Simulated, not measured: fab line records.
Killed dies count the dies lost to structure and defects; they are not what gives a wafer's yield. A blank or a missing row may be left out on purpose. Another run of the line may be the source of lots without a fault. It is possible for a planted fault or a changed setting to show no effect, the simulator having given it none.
Check of tool commonality || flow n5Finfet || 10 lots, 30 wafers sampled

## REASON FOR OPENING
Flagged at N5_BEOL_M15_CD_MEAS_10: reading cdNm, on 2 of 10 lots. Fault-free wafers read 359.8 nm, with a standard deviation of 1.2.
Rule: flag the lot when none of its wafers has a number, or when each of its wafers that has one lies beyond 4 standard deviations from that mean. The other lots count as sound.

{"lot": "L368", "measured": "day 11 05:38", "on": "cdSem-01", "cdNm (nm), wafer by wafer": "358.5 358.8 358.7", "flag": ""}
{"lot": "L372", "measured": "day 11 20:29", "on": "cdSem-02", "cdNm (nm), wafer by wafer": "359.5 358.0 359.2", "flag": ""}
{"lot": "L374", "measured": "day 12 07:13", "on": "cdSem-02", "cdNm (nm), wafer by wafer": "361.1 359.3 360.2", "flag": ""}
{"lot": "L376", "measured": "day 12 13:48", "on": "cdSem-03", "cdNm (nm), wafer by wafer": "361.4 360.1 359.9", "flag": ""}
{"lot": "L380", "measured": "day 13 20:50", "on": "cdSem-02", "cdNm (nm), wafer by wafer": "359.9 360.8 360.4", "flag": ""}
{"lot": "L381", "measured": "day 14 03:54", "on": "cdSem-02", "cdNm (nm), wafer by wafer": "360.5 360.7 360.7", "flag": ""}
{"lot": "L383", "measured": "day 15 00:14", "on": "cdSem-02", "cdNm (nm), wafer by wafer": "359.2 359.4 357.9", "flag": ""}
{"lot": "L388", "measured": "day 16 09:44", "on": "cdSem-02", "cdNm (nm), wafer by wafer": "379.0 379.8 379.5", "flag": "FLAGGED"}
{"lot": "L389", "measured": "day 17 03:17", "on": "cdSem-01", "cdNm (nm), wafer by wafer": "359.9 359.7 358.5", "flag": ""}
{"lot": "L390", "measured": "day 17 19:36", "on": "cdSem-02", "cdNm (nm), wafer by wafer": "370.9 370.8 369.6", "flag": "FLAGGED"}
The numbers of the flagged lots are 374.9 nm on average: +15.1 nm against the usual, or +13 standard deviations.

## WHICH TOOL RAN EACH LOT
2 process steps preceding the reading are held in the record, out of 1938 steps in the route. Each cell gives the tool, then ch followed by the chambers the sampled wafers passed through, then the start.
{"lot": "L368", "flag": "", "N5_BEOL_M14_ETCH_67": "rieDiel-03 ch 0,1,2, day 11 00:29", "N5_BEOL_M15_EXPOSE_07": "krfScanner-02 ch 0, day 11 05:29"}
{"lot": "L372", "flag": "", "N5_BEOL_M14_ETCH_67": "rieDiel-03 ch 0,1,2, day 11 14:54", "N5_BEOL_M15_EXPOSE_07": "krfScanner-01 ch 0, day 11 20:19"}
{"lot": "L374", "flag": "", "N5_BEOL_M14_ETCH_67": "rieDiel-03 ch 1,3, day 12 02:52", "N5_BEOL_M15_EXPOSE_07": "krfScanner-02 ch 0, day 12 07:03"}
{"lot": "L376", "flag": "", "N5_BEOL_M14_ETCH_67": "rieDiel-03 ch 0,1,2, day 12 10:02", "N5_BEOL_M15_EXPOSE_07": "krfScanner-02 ch 0, day 12 13:38"}
{"lot": "L380", "flag": "", "N5_BEOL_M14_ETCH_67": "rieDiel-03 ch 0,2,3, day 13 17:44", "N5_BEOL_M15_EXPOSE_07": "krfScanner-02 ch 0, day 13 20:40"}
{"lot": "L381", "flag": "", "N5_BEOL_M14_ETCH_67": "rieDiel-03 ch 0,3, day 13 21:54", "N5_BEOL_M15_EXPOSE_07": "krfScanner-01 ch 0, day 14 03:44"}
{"lot": "L383", "flag": "", "N5_BEOL_M14_ETCH_67": "rieDiel-02 ch 2,3, day 14 20:14", "N5_BEOL_M15_EXPOSE_07": "krfScanner-01 ch 0, day 15 00:04"}
{"lot": "L388", "flag": "FLAGGED", "N5_BEOL_M14_ETCH_67": "rieDiel-02 ch 0,2, day 16 04:58", "N5_BEOL_M15_EXPOSE_07": "krfScanner-02 ch 0, day 16 09:34"}
{"lot": "L389", "flag": "", "N5_BEOL_M14_ETCH_67": "rieDiel-03 ch 0,3, day 16 17:19", "N5_BEOL_M15_EXPOSE_07": "krfScanner-01 ch 0, day 17 03:07"}
{"lot": "L390", "flag": "FLAGGED", "N5_BEOL_M14_ETCH_67": "rieDiel-03 ch 0,3, day 17 12:16", "N5_BEOL_M15_EXPOSE_07": "krfScanner-02 ch 0, day 17 19:26"}
What is done by these steps:
- N5_BEOL_M14_ETCH_67: etches SiARC in CF4, target depth 143 nm, time 238.3 s.
- N5_BEOL_M15_EXPOSE_07: exposes mask V14.
- N5_BEOL_M15_CD_MEAS_10: target cd 360 nm.

## FLAGGED AGAINST TOTAL, ONE TOOL AT A TIME (gauges that did the reading follow at the end)
{"step": "N5_BEOL_M14_ETCH_67", "tool": "rieDiel-02", "lots run": 2, "flagged": 1, "share of the flagged lots": "some", "sound lots run after its first flagged lot": 0}
{"step": "N5_BEOL_M14_ETCH_67", "tool": "rieDiel-03", "lots run": 8, "flagged": 1, "share of the flagged lots": "some", "sound lots run after its first flagged lot": 0}
{"step": "N5_BEOL_M15_EXPOSE_07", "tool": "krfScanner-01", "lots run": 4, "flagged": 0, "share of the flagged lots": "none", "sound lots run after its first flagged lot": "-"}
{"step": "N5_BEOL_M15_EXPOSE_07", "tool": "krfScanner-02", "lots run": 6, "flagged": 2, "share of the flagged lots": "all", "sound lots run after its first flagged lot": 0}
{"step": "N5_BEOL_M15_CD_MEAS_10", "tool": "cdSem-01", "lots run": 2, "flagged": 0, "share of the flagged lots": "none", "sound lots run after its first flagged lot": "-"}
{"step": "N5_BEOL_M15_CD_MEAS_10", "tool": "cdSem-02", "lots run": 7, "flagged": 2, "share of the flagged lots": "all", "sound lots run after its first flagged lot": 0}
{"step": "N5_BEOL_M15_CD_MEAS_10", "tool": "cdSem-03", "lots run": 1, "flagged": 0, "share of the flagged lots": "none", "sound lots run after its first flagged lot": "-"}

## THE TABLE: WHAT IT ALLOWS
2 rows of the table ran every flagged lot: krfScanner-02 at N5_BEOL_M15_EXPOSE_07, cdSem-02 at N5_BEOL_M15_CD_MEAS_10.
- krfScanner-02 at N5_BEOL_M15_EXPOSE_07: 2 of its 6 lots flagged. Its last sound lot is L380 (day 13 20:40), its first flagged lot L388 (day 16 09:34): a fault that began between those two fits. Its own readings (exposureDoseMJCm2) fall more than 4 standard deviations out on all wafers of the flagged lots.
- cdSem-02 at N5_BEOL_M15_CD_MEAS_10: 2 of its 7 lots flagged. Its last sound lot is L383 (day 15 00:14), its first flagged lot L388 (day 16 09:44): a fault that began between those two fits.
Counting lots can't tell these 2 tools apart, because each fits a fault that began at some hour. More lots, or a look at what each step does to the wafer, might.

## WHAT THE SIMULATOR PUT IN
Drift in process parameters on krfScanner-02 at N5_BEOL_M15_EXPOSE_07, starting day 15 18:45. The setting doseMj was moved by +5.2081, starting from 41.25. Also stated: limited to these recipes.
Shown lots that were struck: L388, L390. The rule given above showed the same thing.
